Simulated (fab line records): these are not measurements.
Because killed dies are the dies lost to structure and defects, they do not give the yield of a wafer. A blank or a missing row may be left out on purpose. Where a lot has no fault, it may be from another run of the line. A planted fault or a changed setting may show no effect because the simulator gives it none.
A lot that was struck, set against a sound lot + flow nand_harc + 40 out of 1159 route steps
Sound: wafers L468.1, L468.4, L468.5. Struck: wafers L475.1, L475.2, L475.6. At the end, the cause is stated.
Each step with rows lists, per side, the tool, then ch with its chambers, then its first start. Under that, the readings that differ: sound wafers + struck wafers + difference of the means + sigmas: that difference in standard deviations of wafers without a fault.
alike: same words and numbers on both sides, and readings whose means sit less than 2 such deviations apart. not compared: any withheld reading, any reading some wafer has no value for, any bound like >300 that may hide the same value, and any number with overlapping values for which the record gives no deviation.
Wherever a step has rows on one side only, a row that says differs or no value, or a row with sigmas, the two part there. Non-overlapping numbers with no deviation appear without sigmas and do not part them. A reading missing from all wafers of one side parts the sides only when that side holds two or more wafers.

first, 6 steps without rows for these wafers: NHARC_A_CHANNEL_HOLE_D1_STRIP_42 (strips in CF4/CHF3); NHARC_A_CHANNEL_HOLE_D1_STRIP_43 (strips in O2/COS); NHARC_A_CHANNEL_HOLE_D1_ETCH_44 (etches the open film in CF4/O2, target depth 140 nm, overetch 14 nm, time 77 s); NHARC_A_CHANNEL_HOLE_D1_STRIP_27 (strips in O2); NHARC_A_CHANNEL_HOLE_D1_PRECLEAN_28 (cleans in SC1); NHARC_A_CHANNEL_HOLE_D1_SRD_29.
NHARC_A_CHANNEL_HOLE_D1_CD_MEAS_30:
  struck on cd_sem-01, day 12 00:26; sound on cd_sem-02, day 9 09:12
  alike: cd_nm
then, 1 step without rows for these wafers: NHARC_A_CHANNEL_HOLE_D1_XSEM_31.
NHARC_A_CHANNEL_HOLE_D1_INSPECT_40:
  struck on defect_inspect-01, day 12 00:37; sound on defect_inspect-01, day 9 09:23
  alike: raw_defect_count
then, 2 steps without rows for these wafers: NHARC_A_CHANNEL_FILL_D1_PRECLEAN_00 (cleans in SC1); NHARC_A_CHANNEL_FILL_D1_SRD_01.
NHARC_A_CHANNEL_FILL_D1_ALD_02: deposits SiO2, target thk 6 nm, pulse time 10 s, ald cycles 60.
  sound on ald_hk-01 ch 0,2,3, day 9 09:39; struck on ald_hk-03 ch 0,2,3, day 12 00:53
  alike: heater_power_w, precursor_pulse_height_rel
NHARC_A_CHANNEL_FILL_D1_ALD_03: deposits SiNx, target thk 6 nm, pulse time 60 s, ald cycles 58.
  sound on ald_sin_batch-02 ch 0, day 9 13:01; struck on ald_sin_batch-01 ch 0, day 12 04:14
  alike: chamber_pressure_Torr, precursor_pulse_height_rel
then, 1 step without rows for these wafers: NHARC_A_CHANNEL_FILL_D1_ALD_14 (deposits SiO2, target thk 2.5 nm, pulse time 10 s, ald cycles 25).
NHARC_A_CHANNEL_FILL_D1_ALD_15: deposits SiNx, target thk 2 nm, pulse time 60 s, ald cycles 19.
  sound on ald_sin_batch-02 ch 0; struck on ald_sin_batch-03 ch 0
  alike: chamber_pressure_Torr, precursor_pulse_height_rel
then, 3 steps without rows for these wafers: NHARC_A_CHANNEL_FILL_D1_ALD_16 (deposits SiO2, target thk 1.5 nm, pulse time 10 s, ald cycles 15); NHARC_A_CHANNEL_FILL_D1_ANNEAL_17 (time 1800 s); NHARC_A_CHANNEL_FILL_D1_CVD_18 (deposits poly-Si, target thk 3 nm).
NHARC_A_CHANNEL_FILL_D1_ETCHBACK_19: etches the open film in HBr/Cl2, target depth 5 nm, time 1.7 s.
  sound on rie_si-04 ch 0,1,3, day 10 12:04; struck on rie_si-05 ch 2,3, day 13 01:40
  alike: drypump_motor_current_A, oes_product_au, throttle_valve_pct
  not compared: rf_hours_counter_h
NHARC_A_CHANNEL_FILL_D1_ETCHBACK_20: etches the open film in C4F8/O2/Ar, target depth 27 nm, time 13.5 s.
  sound on rie_diel-11 ch 1,2, day 10 12:11; struck on rie_diel-10 ch 1,2,3, day 13 01:49
| reading               | sound          | struck         | difference | sigmas |
|-----------------------|----------------|----------------|------------|--------|
| oes_product_au (a.u.) | 1.00 1.01 1.00 | 0.91 0.94 0.90 | -0.09      | -2     |
  alike: rf_vpp_V
  not compared: rf_hours_counter_h
NHARC_A_CHANNEL_FILL_D1_STRIP_28: strips in O2, time 20 s.
  sound on rie_diel-11 ch 1,2, day 10 12:16; struck on rie_diel-10 ch 0,1,2, day 13 01:53
  alike: drypump_motor_current_A, o2_flow_sccm, oes_product_au, rf_vpp_V, showerhead_plenum_p_Torr, throttle_valve_pct
  not compared: rf_hours_counter_h
then, 4 steps without rows for these wafers: NHARC_A_CHANNEL_FILL_D1_PRECLEAN_21 (cleans in dHF, time 30 s); NHARC_A_CHANNEL_FILL_D1_SRD_23; NHARC_A_CHANNEL_FILL_D1_CVD_05 (deposits poly-Si, target thk 5 nm); NHARC_A_CHANNEL_FILL_D1_ANNEAL_22 (time 7200 s).
NHARC_A_CHANNEL_FILL_D1_THK_MEAS_06: measures by ellipsometry.
  struck on film_metro-02, day 13 14:16; sound on film_metro-01, day 10 23:40
  alike: thk_nm
then, 13 steps without rows for these wafers: NHARC_A_CHANNEL_FILL_D1_ALD_25 (deposits SiOx, target thk 60 nm, pulse time 10 s, ald cycles 600); NHARC_A_CHANNEL_FILL_D1_ETCHBACK_08 (etches the open film in C4F8, target depth 220 nm, time 110 s); NHARC_A_CHANNEL_FILL_D1_STRIP_29 (strips in O2, time 20 s); NHARC_A_CHANNEL_FILL_D1_PRECLEAN_30 (cleans in dHF, time 30 s); NHARC_A_CHANNEL_FILL_D1_SRD_31; NHARC_A_CHANNEL_FILL_D1_CVD_09 (deposits poly-Si, target thk 150 nm, time 3000 s); NHARC_A_CHANNEL_FILL_D1_CMP_10 (polishes, target thk 150 nm); NHARC_A_CHANNEL_FILL_D1_SRD_12; NHARC_A_CHANNEL_FILL_D1_RTA_24 (time 5 s); NHARC_A_STAIRCASE_DEP_156 (deposits SiNx, target thk 50 nm); NHARC_A_STAIRCASE_DEHYDRATE_158 (time 120 s); NHARC_A_STAIRCASE_HMDS_159 (time 30 s); NHARC_A_STAIRCASE_COAT_160.
-- break in the record here, with 9 days between the starts of the struck wafers on either side (left off in module A_STAIRCASE, picked up again in module END, where the first step shown is number 1159 on the route) --
NHARC_END_SORT_01:
  sound on prober-02 ch 0, day 19 18:20; struck on prober-01 ch 0, day 22 19:25
| reading             | sound | struck   | difference | sigmas |
|---------------------|-------|----------|------------|--------|
| killed_at_array     | 10    | 60 59 60 | +50        | +6     |
| killed_at_periphery | 0     | 6 3 4    | +4         | +3     |
| killed_dies         | 10    | 68 64 65 | +56        | +6     |
  alike: killed_at_other, killed_open, killed_short

== WHERE THEY PART ==
First at NHARC_A_CHANNEL_FILL_D1_ETCHBACK_20; last, within this record, at NHARC_END_SORT_01.

WHY: the cause the simulator had injected
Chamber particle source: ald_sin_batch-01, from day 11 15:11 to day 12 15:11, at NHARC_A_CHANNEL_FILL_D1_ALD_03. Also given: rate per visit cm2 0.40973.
